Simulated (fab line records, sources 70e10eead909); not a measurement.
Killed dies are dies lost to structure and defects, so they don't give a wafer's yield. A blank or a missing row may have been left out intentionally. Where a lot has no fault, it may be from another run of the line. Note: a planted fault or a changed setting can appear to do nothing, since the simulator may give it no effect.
Which tool was responsible? | flow nandHarc | 12 lots, 36 wafers sampled, at 6 steps of a route of 1302

WHAT THE GAUGES READ, wafer by wafer
NHARC_P_M2_CD_MEAS_09: the cd target is 170 nm. Usual: cdNm reads 170.2 nm (standard deviation 0.64).
lot  | measured     | on       | cdNm (nm)                           | flag
L574 | day 7 09:16  | cdSem-03 | 171.1 170.1 170.5                   | 
L575 | day 7 13:38  | cdSem-01 | 171.1 170.5 170.0                   | 
L576 | day 8 04:50  | cdSem-01 | 170.1 169.8 170.2                   | 
L577 | day 8 12:43  | cdSem-02 | 170.6 169.9 170.1                   | 
L578 | day 9 00:28  | cdSem-01 | 169.8 169.7 169.2                   | 
L579 | day 9 14:08  | cdSem-03 | 171.1 170.5 170.9                   | 
L587 | day 12 19:54 | cdSem-03 | 166.7 167.3 167.1 167.0 167.3 167.3 | OFF
L588 | day 13 07:40 | cdSem-01 | 167.9 167.7 167.6 168.4 167.7 167.7 | OFF
L590 | day 13 20:47 | cdSem-01 | 169.7 169.0 169.4                   | 
L592 | day 14 12:20 | cdSem-02 | 170.0 169.5 169.8                   | 
L595 | day 16 07:41 | cdSem-03 | 170.0 170.4 171.3                   | 
L594 | day 16 08:37 | cdSem-01 | 169.5 170.6 169.4                   | 

NHARC_END_SORT_01. Usual: defectLimitedYield 89.8 %, standard deviation 2.4; killedAtArray 64, standard deviation 16; killedAtOther 1.0, standard deviation 1.1; killedAtPeriphery 3.5, standard deviation 2.3; killedDies 69, standard deviation 17; killedOpen 3.2, standard deviation 1.6; killedShort 2.4, standard deviation 1.6.
lot  | measured     | on        | defectLimitedYield (%) | killedAtArray | killedAtOther | killedAtPeriphery | killedDies | killedOpen | killedShort | flag
L587 | day 31 05:57 | prober-01 | 91.9 91.7 91.7         | 52 51 55      | 0 1 0         | 3 4 1             | 55 56 56   | 1 3 3      | 1 3 0       | 
L588 | day 31 06:49 | prober-02 | 88.2 90.1              | 78 59         | 1 0           | 1 8               | 80 67      | 3 1        | 4 2         | 

WHAT TOOL EACH LOT RAN ON (gives the tool, then ch and the chambers of the sampled wafers, and finally the start)
lot  | NHARC_P_M1_DESCUM_14              | NHARC_P_M1_CMP_23             | NHARC_P_M1_PRE_CLEAN_32         | NHARC_P_M2_PEB_07
L574 | rieDiel-02 ch 1,2,3, day 7 05:25  | cmp-02 ch 2,3, day 7 07:32    | pecvd-04 ch 0,1,2, day 7 08:04  | lithoTrack-01 ch 0, day 7 09:11
L575 | rieDiel-02 ch 2,3, day 7 09:47    | cmp-02 ch 1,2,3, day 7 11:58  | pecvd-02 ch 1,2, day 7 12:25    | lithoTrack-06 ch 0, day 7 13:33
L576 | rieDiel-02 ch 0,1,2, day 8 00:50  | cmp-02 ch 1,2, day 8 02:58    | pecvd-03 ch 1,2, day 8 03:31    | lithoTrack-04 ch 0, day 8 04:46
L577 | rieDiel-06 ch 0,2,3, day 8 08:29  | cmp-04 ch 0,3, day 8 10:50    | pecvd-04 ch 0,2, day 8 11:23    | lithoTrack-04 ch 0, day 8 12:38
L578 | rieDiel-02 ch 0,1,2, day 8 20:21  | cmp-02 ch 0,1, day 8 22:27    | pecvd-02 ch 0,1,2, day 8 22:59  | lithoTrack-04 ch 0, day 9 00:23
L579 | rieDiel-02 ch 0,1,2, day 9 10:10  | cmp-02 ch 1,2, day 9 12:16    | pecvd-02 ch 0,1, day 9 12:50    | lithoTrack-06 ch 0, day 9 14:03
L587 | rieDiel-06 ch 0,2, day 12 15:56   | cmp-02 ch 1,2,3, day 12 18:05 | pecvd-03 ch 0,1,2, day 12 18:35 | lithoTrack-06 ch 0, day 12 19:49
L588 | rieDiel-06 ch 0,2, day 13 03:50   | cmp-03 ch 0,2,3, day 13 05:55 | pecvd-02 ch 1,2, day 13 06:29   | lithoTrack-06 ch 0, day 13 07:35
L590 | rieDiel-02 ch 0,1,2, day 13 16:50 | cmp-04 ch 0,2,3, day 13 18:58 | pecvd-02 ch 0,1,2, day 13 19:29 | lithoTrack-01 ch 0, day 13 20:43
L592 | rieDiel-02 ch 0,1,3, day 14 08:22 | cmp-03 ch 0,1,3, day 14 10:29 | pecvd-02 ch 0,1,2, day 14 11:01 | lithoTrack-04 ch 0, day 14 12:16
L595 | rieDiel-06 ch 0,1, day 16 03:44   | cmp-03 ch 0,2, day 16 05:50   | pecvd-02 ch 0,2, day 16 06:23   | lithoTrack-06 ch 0, day 16 07:37
L594 | rieDiel-05 ch 0,1,2, day 16 04:38 | cmp-04 ch 0,1,3, day 16 06:44 | pecvd-02 ch 0,1, day 16 07:16   | lithoTrack-06 ch 0, day 16 08:32
- NHARC_P_M1_DESCUM_14: chemistry O2, time 3 s.
- NHARC_P_M1_CMP_23: polishes, t overpolish 20 s, target thk 157.82 nm.
- NHARC_P_M1_PRE_CLEAN_32: time 12 s.
- NHARC_P_M2_PEB_07: peb time 65 s.

WHAT THE TOOLS THEMSELVES READ (means of the sampled wafers that have a number; where no wafer has one, the mark that the record gives instead)
NHARC_P_M1_DESCUM_14. Usual: drypumpMotorCurrentA 5.7 A, standard deviation 0.48; oesProductAu 0.998 a.u., standard deviation 0.0082; rfVppV 57.6 V, standard deviation 0.92; showerheadPlenumPTorr 1.89 Torr, standard deviation 0.085; throttleValvePct 11.311 %, standard deviation 0.0097.
lot  | tool       | drypumpMotorCurrentA (A) | oesProductAu (a.u.) | rfVppV (V) | showerheadPlenumPTorr (Torr) | throttleValvePct (%) | flag
L574 | rieDiel-02 | 5.8                      | 0.992               | 56.9       | 1.91                         | 11.315               | 
L575 | rieDiel-02 | 6.1                      | 0.996               | 58.4       | 1.97                         | 11.310               | 
L576 | rieDiel-02 | 5.5                      | 1.003               | 56.9       | 1.86                         | 11.313               | 
L577 | rieDiel-06 | 5.5                      | 1.006               | 57.9       | 1.90                         | 11.309               | 
L578 | rieDiel-02 | 5.5                      | 0.999               | 57.4       | 1.86                         | 11.319               | 
L579 | rieDiel-02 | 5.5                      | 1.008               | 57.0       | 1.86                         | 11.312               | 
L587 | rieDiel-06 | 5.2                      | 1.000               | 57.2       | 1.85                         | 11.312               | 
L588 | rieDiel-06 | 5.2                      | 0.996               | 57.3       | 1.85                         | 11.308               | 
L590 | rieDiel-02 | 5.6                      | 0.997               | 57.3       | 1.86                         | 11.301               | 
L592 | rieDiel-02 | 5.7                      | 1.000               | 58.3       | 1.85                         | 11.310               | 
L595 | rieDiel-06 | 5.9                      | 1.001               | 57.2       | 1.82                         | 11.318               | 
L594 | rieDiel-05 | 6.2                      | 0.994               | 57.6       | 1.89                         | 11.306               | 

NHARC_P_M1_CMP_23. Usual: edgeZonePressureFrac 1.000, standard deviation 0.005; motorCurrentA 11.9 A, standard deviation 1.2; timeToEndpointS 29.1 s, standard deviation 2.6.
lot  | tool   | edgeZonePressureFrac | motorCurrentA (A) | timeToEndpointS (s) | flag
L574 | cmp-02 | 1.006                | 12.5              | 25.4                | 
L575 | cmp-02 | 1.005                | 12.1              | 25.3                | 
L576 | cmp-02 | 1.004                | 12.2              | 27.0                | 
L577 | cmp-04 | 0.998                | 11.2              | 31.8                | 
L578 | cmp-02 | 1.000                | 11.1              | 27.0                | 
L579 | cmp-02 | 0.998                | 11.7              | 27.5                | 
L587 | cmp-02 | 1.000                | 11.8              | 30.3                | 
L588 | cmp-03 | 0.997                | 11.6              | 32.3                | 
L590 | cmp-04 | 1.002                | 12.0              | 31.3                | 
L592 | cmp-03 | 1.000                | 12.8              | 31.6                | 
L595 | cmp-03 | 1.002                | 11.4              | 29.5                | 
L594 | cmp-04 | 1.004                | 11.7              | 28.9                | 

NHARC_P_M1_PRE_CLEAN_32. Usual: heaterPowerW reads 616 W (standard deviation 75).
lot  | tool     | heaterPowerW (W) | flag
L574 | pecvd-04 | 672              | 
L575 | pecvd-02 | 535              | 
L576 | pecvd-03 | 602              | 
L577 | pecvd-04 | 698              | 
L578 | pecvd-02 | 610              | 
L579 | pecvd-02 | 615              | 
L587 | pecvd-03 | 629              | 
L588 | pecvd-02 | 525              | 
L590 | pecvd-02 | 582              | 
L592 | pecvd-02 | 547              | 
L595 | pecvd-02 | 586              | 
L594 | pecvd-02 | 629              | 

NHARC_P_M2_PEB_07. Usual: heaterPowerTotalW reads 156.6 W (standard deviation 0.42).
lot  | tool          | heaterPowerTotalW (W) | flag
L574 | lithoTrack-01 | 156.5                 | 
L575 | lithoTrack-06 | 156.7                 | 
L576 | lithoTrack-04 | 156.7                 | 
L577 | lithoTrack-04 | 157.0                 | 
L578 | lithoTrack-04 | 156.5                 | 
L579 | lithoTrack-06 | 156.0                 | 
L587 | lithoTrack-06 | 163.9                 | OFF
L588 | lithoTrack-06 | 164.3                 | OFF
L590 | lithoTrack-01 | 156.6                 | 
L592 | lithoTrack-04 | 156.7                 | 
L595 | lithoTrack-06 | 156.8                 | 
L594 | lithoTrack-06 | 156.5                 | 

THE ANSWER, worked out from the rows above alone
Rule: a lot counts as off when the mean over its wafers that have a number is more than 3 standard deviations away from the usual mean. Also off: a lot with no number at a reading for which 4 or more lots have one. Where the step has rows for the other lots, those lots are counted as sound. The gauges are gone through in route order, then the tools' own readings, and for those a lot's mean is taken as printed above. The first step at which some lot is off is used, and at that step the reading that is off furthest; a lot without a number counts as furthest.
Off, at NHARC_P_M2_CD_MEAS_09 on cdNm: L587, L588.
If a tool, at a process step before that reading, ran all the lots that are off and no sound lot after the first of them, it fits. Not tried: the gauges at NHARC_P_M2_CD_MEAS_09; whatever is off there is also off at NHARC_P_M2_PEB_07, on other tools, and gauge error can't account for it. None of those tried fits.

WHAT HAD BEEN PUT IN BY THE SIMULATOR
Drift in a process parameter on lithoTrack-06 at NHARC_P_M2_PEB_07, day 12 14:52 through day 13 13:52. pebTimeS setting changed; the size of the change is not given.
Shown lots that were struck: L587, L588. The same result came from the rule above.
